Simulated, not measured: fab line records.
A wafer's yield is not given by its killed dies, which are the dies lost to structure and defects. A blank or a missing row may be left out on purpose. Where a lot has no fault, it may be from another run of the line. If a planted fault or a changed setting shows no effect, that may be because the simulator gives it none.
A lot that was struck, set against a sound lot :: flow n5 finfet :: 15 steps out of a route of 1938
Sound: the wafers L415.1, L415.2, L415.6. Wafers L418.2, L418.4, L418.5 were the ones struck. The cause is named last.
Per side, at each step with rows, come the tool, then ch with its chambers, and then its first start. Under that, the readings that differ: sound wafers :: struck wafers :: difference of the means :: sigmas: that difference in standard deviations of wafers without a fault.
alike: a reading whose means differ by less than 2 such deviations, as well as words and numbers matching on both sides. not compared: withheld readings; readings where some wafer has no value; bounds like >300 that might hide an equal value; numbers whose values overlap and for which the record gives no deviation.
The two part at a step that has a row with sigmas, a row that says differs or no value, or rows on one side only. Numbers that have no deviation but don't overlap get no sigmas and don't part them. A reading missing from all wafers of one side parts the sides only when that side holds two or more wafers.

N5_BEOL_M9_CD_MEAS_28: target cd 70 nm.
  sound on cd sem-03 ch 0, day 9 21:19; struck on cd sem-02 ch 0, day 11 01:22
  alike: cd nm
N5_BEOL_M9_OVL_MEAS_29:
  sound on overlay-02 ch 0, day 9 21:22; struck on overlay-01 ch 0, day 11 01:25
  alike: V8_OVL
N5_BEOL_M9_INSPECT_30: inspects for defects (brightfield).
  sound on defect inspect-02, day 9 21:25; struck on defect inspect-02, day 11 01:28
  alike: raw defect count
then, 1 step without rows for these wafers: N5_BEOL_M9_DESCUM_33 (chemistry O2, time 7 s).
N5_BEOL_M9_ETCH_76: etches underlayer in N2/H2, target depth 6.5 nm, time 5.2 s.
  sound on rie diel-05 ch 1,2, day 9 21:29; struck on rie diel-05 ch 0,1,3, day 11 01:32
  alike: bias w, drypump motor current A, etch rf on time s, oes product au, rf vpp V, showerhead plenum p Torr, throttle valve pct
  not compared: rf hours counter h
N5_BEOL_M9_ETCH_65: etches SiARC in CF4, target depth 15.6 nm, time 26 s.
  sound on rie diel-05 ch 1,2, day 9 21:30; struck on rie diel-05 ch 0,1,3, day 11 01:32
  alike: bias w, drypump motor current A, etch rf on time s, oes product au, rf vpp V, showerhead plenum p Torr, throttle valve pct
  not compared: rf hours counter h
then, 3 steps without rows for these wafers: N5_BEOL_M9_ETCH_66 (etches SOC in N2/H2, target depth 80 nm, overetch 16 nm, time 120 s); N5_BEOL_M9_STRIP_69 (strips in N2/H2); N5_BEOL_M9_STRIP_77 (strips in N2/H2).
N5_BEOL_M9_VIA_ETCH_34: etches SiCOH lowk in C4F6/O2, target depth 182.4 nm, time 68.4 s.
  sound on rie diel-05 ch 1,2, day 9 21:38; struck on rie diel-05 ch 0,1,3, day 11 01:40
  alike: bias w, drypump motor current A, oes product au, rf vpp V, showerhead plenum p Torr, throttle valve pct
  not compared: rf hours counter h
then, 1 step without rows for these wafers: N5_BEOL_M9_STRIP_73 (strips in C4F6/O2).
N5_BEOL_M9_STRIP_36: strips in N2/H2.
  sound on rie diel-05 ch 1,2, day 9 21:41; struck on rie diel-05 ch 0,1,3, day 11 01:44
  alike: drypump motor current A, oes product au, rf vpp V, showerhead plenum p Torr, throttle valve pct
  not compared: rf hours counter h
N5_BEOL_M9_TRENCH_ETCH_37: etches SiCOH lowk in C4F6/O2, target depth 151.43 nm, time 49 s.
  sound on rie diel-05 ch 1,2, day 9 21:44; struck on rie diel-05 ch 0,1,3, day 11 01:46
reading: bias w (W)
sound: 185.5 184.9 184.4
struck: 192.7 192.6 192.5
difference: +7.7
sigmas: +15

reading: rf vpp V (V)
sound: 657 671 658
struck: 680 694 675
difference: +21
sigmas: +4
  alike: drypump motor current A, oes product au, showerhead plenum p Torr, throttle valve pct
  not compared: rf hours counter h
N5_BEOL_M9_ETCH_41: etches SiCN in CH3F/O2, target depth 36.6 nm, time 70.1 s.
  sound: rie diel-05 ch 1,2; struck: rie diel-05 ch 0,1,3
  alike: bias w, drypump motor current A, oes product au, rf vpp V, showerhead plenum p Torr, throttle valve pct
  not compared: rf hours counter h
N5_PASSIVATION_PROBE_49:
  the record holds rows for the sound wafers here (prober-01, day 12 16:42) but none for the struck ones

== WHERE THEY PART ==
Last at N5_PASSIVATION_PROBE_49 as far as this record goes, first at N5_BEOL_M9_TRENCH_ETCH_37.

WHY: what the simulator had put in
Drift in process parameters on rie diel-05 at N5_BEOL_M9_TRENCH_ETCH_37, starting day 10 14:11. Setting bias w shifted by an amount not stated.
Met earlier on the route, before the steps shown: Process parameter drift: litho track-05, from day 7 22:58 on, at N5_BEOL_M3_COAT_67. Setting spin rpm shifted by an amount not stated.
